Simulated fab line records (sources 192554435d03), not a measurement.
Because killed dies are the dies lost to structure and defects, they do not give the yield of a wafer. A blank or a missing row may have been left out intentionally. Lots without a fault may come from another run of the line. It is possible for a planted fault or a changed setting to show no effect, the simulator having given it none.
Which tool did it? | flow n5 finfet | 27 wafers from 9 lots sampled at 5 of the route's 1938 steps

WHAT EACH GAUGE READ, for each wafer
N5_BEOL_M1_THK_MEAS_53: measures by xrf.
lot  | measured     | on            | M1_THK (nm)
L318 | day 8 19:55  | film metro-01 | 39.9 40.8 40.3
L322 | day 9 21:17  | film metro-01 | 42.4 40.7 48.2
L323 | day 10 00:46 | film metro-01 | 49.5 45.8 40.0
L326 | day 10 13:07 | film metro-02 | 37.9 38.7 39.8
L327 | day 11 11:19 | film metro-02 | 40.8 40.5 40.8
L330 | day 11 17:20 | film metro-02 | 39.0 38.3 38.7
L331 | day 12 01:05 | film metro-02 | 39.1 36.8 40.1
L332 | day 12 02:45 | film metro-01 | 38.1 37.8 39.5
L333 | day 12 04:44 | film metro-02 | 39.6 40.7 39.5

WHICH TOOL RAN EACH LOT (tool, then ch and the chambers of the sampled wafers, then the start)
lot  | N5_BEOL_M1_ANNEAL_87         | N5_BEOL_M1_ANNEAL_93         | N5_BEOL_M1_ANNEAL_51             | N5_BEOL_M1_CMP_52
L318 | pvd sputter-03, day 8 18:06  | pvd sputter-03, day 8 18:46  | rtp anneal-01 ch 0, day 8 19:19  | cmp-01 ch 0,1,2, day 8 19:40
L322 | pvd sputter-01, day 9 19:28  | pvd sputter-01, day 9 20:07  | rtp anneal-02, day 9 20:49       | cmp-01 ch 0,1,3, day 9 21:06
L323 | pvd sputter-01, day 9 22:58  | pvd sputter-01, day 9 23:37  | rtp anneal-01, day 10 00:11      | cmp-04 ch 1,2,3, day 10 00:33
L326 | pvd sputter-01, day 10 11:02 | pvd sputter-01, day 10 11:42 | rtp anneal-01 ch 0, day 10 12:15 | cmp-04 ch 0,3, day 10 12:49
L327 | pvd sputter-03, day 11 09:17 | pvd sputter-03, day 11 10:02 | rtp anneal-02 ch 0, day 11 10:41 | cmp-01 ch 0,2,3, day 11 11:06
L330 | pvd sputter-02, day 11 15:32 | pvd sputter-02, day 11 16:11 | rtp anneal-02 ch 0, day 11 16:45 | cmp-04 ch 0,2, day 11 17:03
L331 | pvd sputter-01, day 11 23:07 | pvd sputter-01, day 11 23:46 | rtp anneal-01 ch 0, day 12 00:22 | cmp-01 ch 1,2,3, day 12 00:47
L332 | pvd sputter-01, day 12 00:57 | pvd sputter-01, day 12 01:37 | rtp anneal-01 ch 0, day 12 02:10 | cmp-01 ch 1,2,3, day 12 02:28
L333 | pvd sputter-01, day 12 02:55 | pvd sputter-01, day 12 03:34 | rtp anneal-01 ch 0, day 12 04:08 | cmp-01 ch 1,2, day 12 04:27
- N5_BEOL_M1_ANNEAL_87: time 240 s.
- N5_BEOL_M1_ANNEAL_93: time 240 s.
- N5_BEOL_M1_ANNEAL_51: time 90 s.
- N5_BEOL_M1_CMP_52: polishes, stops on SiOC, t overpolish 6.8 s, target thk 40 nm.

THE ANSWER, worked out from the rows above alone
Rule: the lots themselves supply what counts as usual. Put in order of their means at a reading, lots are off if they are a third of the lots or fewer, leave a main group of 4 or more, and stand apart from it by a gap of 3 or more times the standard deviation of the main group's means; of several such gaps the widest counts. A main group is skipped when, at the precision printed for the reading in the tables above, its means are all equal. Also off: a lot with no number at a reading for which 4 or more lots have one. Where the step has rows for the other lots, those lots are counted as sound.
Off: L322, L323, at N5_BEOL_M1_THK_MEAS_53 (M1_THK). Main group: mean 39.4 nm, sd 0.86.
A tool fits if, at a process step before that reading, it ran every lot that is off, and no sound lot after the first of them. Those tools and the gauges at N5_BEOL_M1_THK_MEAS_53 are tried in the same way. No candidate that was tried fits.

WHAT HAD BEEN PUT IN BY THE SIMULATOR
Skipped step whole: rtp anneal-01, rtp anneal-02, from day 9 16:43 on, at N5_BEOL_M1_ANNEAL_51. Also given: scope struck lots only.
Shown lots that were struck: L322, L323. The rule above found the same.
